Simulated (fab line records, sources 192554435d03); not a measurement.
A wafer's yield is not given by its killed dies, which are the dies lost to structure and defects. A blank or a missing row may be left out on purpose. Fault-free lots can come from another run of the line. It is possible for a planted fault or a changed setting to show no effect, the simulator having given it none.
Chamber matching / flow n5 finfet / 3 sister chambers for N5_GATE_CUT_PECVD_57 on pecvd-01
The step deposits SiNx from SiH4/NH3/N2, target thk 21 nm. 16 wafers are shown with their chamber, then 8 later ones without.

WAFERS, EACH WITH ITS CHAMBER
wafer=L076.1; chamber=1; showerhead plenum p Torr (Torr)=5.21; throttle valve pct (%)=40.0; showerhead vpp V (V)=1164
wafer=L076.4; chamber=0; showerhead plenum p Torr (Torr)=5.01; throttle valve pct (%)=41.2; showerhead vpp V (V)=1100
wafer=L076.6; chamber=2; showerhead plenum p Torr (Torr)=5.21; throttle valve pct (%)=37.2; showerhead vpp V (V)=1126
wafer=L080.1; chamber=2; showerhead plenum p Torr (Torr)=5.21; throttle valve pct (%)=37.1; showerhead vpp V (V)=1104
wafer=L080.3; chamber=0; showerhead plenum p Torr (Torr)=5.02; throttle valve pct (%)=41.2; showerhead vpp V (V)=1089
wafer=L080.6; chamber=0; showerhead plenum p Torr (Torr)=5.03; throttle valve pct (%)=41.1; showerhead vpp V (V)=1090
wafer=L082.1; chamber=2; showerhead plenum p Torr (Torr)=5.21; throttle valve pct (%)=37.3; showerhead vpp V (V)=1116
wafer=L082.5; chamber=2; showerhead plenum p Torr (Torr)=5.21; throttle valve pct (%)=37.4; showerhead vpp V (V)=1100
wafer=L082.6; chamber=0; showerhead plenum p Torr (Torr)=5.02; throttle valve pct (%)=41.6; showerhead vpp V (V)=1105
wafer=L083.2; chamber=0; showerhead plenum p Torr (Torr)=5.04; throttle valve pct (%)=41.2; showerhead vpp V (V)=1119
wafer=L083.4; chamber=1; showerhead plenum p Torr (Torr)=5.21; throttle valve pct (%)=39.6; showerhead vpp V (V)=1177
wafer=L083.6; chamber=2; showerhead plenum p Torr (Torr)=5.22; throttle valve pct (%)=37.1; showerhead vpp V (V)=1118
wafer=L084.1; chamber=1; showerhead plenum p Torr (Torr)=5.20; throttle valve pct (%)=39.7; showerhead vpp V (V)=1182
wafer=L084.3; chamber=2; showerhead plenum p Torr (Torr)=5.21; throttle valve pct (%)=37.1; showerhead vpp V (V)=1103
wafer=L084.4; chamber=1; showerhead plenum p Torr (Torr)=5.21; throttle valve pct (%)=39.9; showerhead vpp V (V)=1162
wafer=L086.1; chamber=0; showerhead plenum p Torr (Torr)=5.03; throttle valve pct (%)=41.6; showerhead vpp V (V)=1104

SIGNATURES, as means of the wafers listed above
reading=showerhead plenum p Torr; chamber 0=5.0250; chamber 1=5.2075; chamber 2=5.2117; scatter within a chamber=0.00738
reading=throttle valve pct; chamber 0=41.317; chamber 1=39.800; chamber 2=37.200; scatter within a chamber=0.182
reading=showerhead vpp V; chamber 0=1101.17; chamber 1=1171.25; chamber 2=1111.17; scatter within a chamber=10.5
Rule: for a wafer and a chamber, the distance is found by dividing, reading by reading, the gap between the wafer's reading and the chamber's mean by the reading's scatter, squaring, summing and taking the root. If the next closest chamber is less than 2 further off than the closest, the wafer can't be placed; otherwise it belongs to the closest. The scatter is the square root of a quotient: the sum, over the shown wafers, of each reading's squared deviation from its chamber's mean, divided by wafers minus chambers.

WAFERS WITH NO CHAMBER GIVEN
wafer=L086.3; showerhead plenum p Torr (Torr)=5.20; throttle valve pct (%)=37.3; showerhead vpp V (V)=1111
wafer=L086.5; showerhead plenum p Torr (Torr)=5.21; throttle valve pct (%)=40.0; showerhead vpp V (V)=1174
wafer=L096.1; showerhead plenum p Torr (Torr)=5.21; throttle valve pct (%)=37.4; showerhead vpp V (V)=1116
wafer=L096.5; showerhead plenum p Torr (Torr)=5.20; throttle valve pct (%)=39.8; showerhead vpp V (V)=1181
wafer=L096.6; showerhead plenum p Torr (Torr)=5.03; throttle valve pct (%)=41.4; showerhead vpp V (V)=1112
wafer=L097.4; showerhead plenum p Torr (Torr)=5.21; throttle valve pct (%)=39.7; showerhead vpp V (V)=1159
wafer=L097.5; showerhead plenum p Torr (Torr)=5.22; throttle valve pct (%)=37.8; showerhead vpp V (V)=1114
wafer=L097.6; showerhead plenum p Torr (Torr)=5.02; throttle valve pct (%)=41.3; showerhead vpp V (V)=1094

WHICH CHAMBER EACH WENT THROUGH
wafer=L086.3; from the rows above=2; in truth=2
wafer=L086.5; from the rows above=1; in truth=1
wafer=L096.1; from the rows above=2; in truth=2
wafer=L096.5; from the rows above=1; in truth=1
wafer=L096.6; from the rows above=0; in truth=0
wafer=L097.4; from the rows above=1; in truth=1
wafer=L097.5; from the rows above=2; in truth=2
wafer=L097.6; from the rows above=0; in truth=0
Correctly placed: 8 of 8. Number that these rows cannot place: 0. Number placed wrongly: 0.
